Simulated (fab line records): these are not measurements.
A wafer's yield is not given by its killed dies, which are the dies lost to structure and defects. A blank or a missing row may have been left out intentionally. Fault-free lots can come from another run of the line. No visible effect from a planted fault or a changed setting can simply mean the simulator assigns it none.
Split-lot study | flow n5 finfet | 7 lots, 39 wafers read, on a route of 1938 steps

SPLIT DETAILS
At N5_GATE_CUT_ETCH_37 (etches SOC in N2/H2, target depth 60 nm, overetch 12 nm, time 90 s), the setting bias w was moved away from the recipe's 150 W on 15 of the 39 wafers read, by -14.9% to +16.9%. All remaining wafers had this setting at the recipe value.

The reading comes from the split's own step.

THE READING
rf vpp V, in V, at N5_GATE_CUT_ETCH_37 (etches SOC in N2/H2, target depth 60 nm, overetch 12 nm, time 90 s). On this fab line, fault-free wafers typically give 523.7 V with a standard deviation of 2.4 V.

wafer  | tool, chamber at the split | bias w as run, W | against the recipe | rf vpp V, V | against lot-mates on the recipe
L074.3 | rie diel-03, 0             | 150              | recipe             | 528.7       | -
L074.4 | rie diel-03, 3             | 150              | recipe             | 523.8       | -
L074.6 | rie diel-03, 1             | 150              | recipe             | 524.8       | -
L076.1 | rie diel-04, 2             | 129.8            | -13.5%             | 474.3       | -50.2
L076.2 | rie diel-04, 3             | 129.8            | -13.5%             | 478.7       | -45.8
L076.3 | rie diel-04, 1             | 150              | recipe             | 523.3       | -
L076.4 | rie diel-04, 0             | 150              | recipe             | 525.3       | -
L076.5 | rie diel-04, 1             | 129.8            | -13.5%             | 476.2       | -48.3
L076.6 | rie diel-04, 0             | 150              | recipe             | 525.0       | -
L077.1 | rie diel-04, 3             | 173.3            | +15.5%             | 575.2       | +51.0
L077.2 | rie diel-04, 0             | 150              | recipe             | 524.2       | -
L077.3 | rie diel-04, 1             | 173.3            | +15.5%             | 571.2       | +47.0
L077.4 | rie diel-04, 0             | 173.3            | +15.5%             | 574.0       | +49.8
L077.5 | rie diel-04, 3             | 150              | recipe             | 524.8       | -
L077.6 | rie diel-04, 1             | 150              | recipe             | 523.6       | -
L082.1 | rie diel-04, 1             | 174.6            | +16.4%             | 574.0       | +52.2
L082.2 | rie diel-04, 0             | 150              | recipe             | 523.7       | -
L082.3 | rie diel-04, 2             | 150              | recipe             | 518.4       | -
L082.4 | rie diel-04, 3             | 174.6            | +16.4%             | 578.5       | +56.7
L082.5 | rie diel-04, 1             | 150              | recipe             | 523.2       | -
L082.6 | rie diel-04, 0             | 174.6            | +16.4%             | 576.6       | +54.8
L088.1 | rie diel-04, 2             | 175.4            | +16.9%             | 572.5       | +49.5
L088.2 | rie diel-04, 0             | 175.4            | +16.9%             | 578.8       | +55.8
L088.3 | rie diel-04, 3             | 150              | recipe             | 525.0       | -
L088.4 | rie diel-04, 1             | 150              | recipe             | 523.7       | -
L088.5 | rie diel-04, 2             | 150              | recipe             | 520.4       | -
L088.6 | rie diel-04, 1             | 175.4            | +16.9%             | 574.6       | +51.6
L095.1 | rie diel-01, 1             | 150              | recipe             | 522.0       | -
L095.2 | rie diel-01, 3             | 150              | recipe             | 520.3       | -
L095.3 | rie diel-01, 2             | 150              | recipe             | 526.0       | -
L095.4 | rie diel-01, 0             | 150              | recipe             | 526.0       | -
L095.5 | rie diel-01, 3             | 150              | recipe             | 522.1       | -
L095.6 | rie diel-01, 0             | 150              | recipe             | 525.5       | -
L096.1 | rie diel-01, 2             | 127.7            | -14.9%             | 475.0       | -46.8
L096.2 | rie diel-01, 3             | 150              | recipe             | 520.4       | -
L096.3 | rie diel-01, 0             | 150              | recipe             | 523.9       | -
L096.4 | rie diel-01, 1             | 150              | recipe             | 521.2       | -
L096.5 | rie diel-01, 0             | 127.7            | -14.9%             | 473.3       | -48.5
L096.6 | rie diel-01, 3             | 127.7            | -14.9%             | 470.3       | -51.5

THE FIT
A straight line over all 39 wafers: rf vpp V changes by +3.27 V for each +1% of bias w; r = +1.00; the points scatter about the line by 2.6 V.
The same after taking each lot's own level away (the mean of its wafers on the recipe; 39 wafers): +3.28 V for each +1%; r = +1.00; scatter 2.4 V.
The reading moves by 56 V for the largest change in bias w, on that fit.
Across the lots, their own levels run from 521.77 to 525.77 V, a range of 1.7 times the standard deviation given above.
The two slopes agree, so the slope changes little with the lot-to-lot level.
Check: for one of the wafers moved furthest among these (+16.9%), held out of the fit, the line's prediction against its lot-mates is +55.5 V. It came out at +49.5 V against them.
Tool readings at the split's step, against how far the setting was moved: rf vpp V r = +1.00.

THE FILE'S OWN FIT
rf vpp V changes by +3.27 V for each +1% of bias w, r = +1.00.
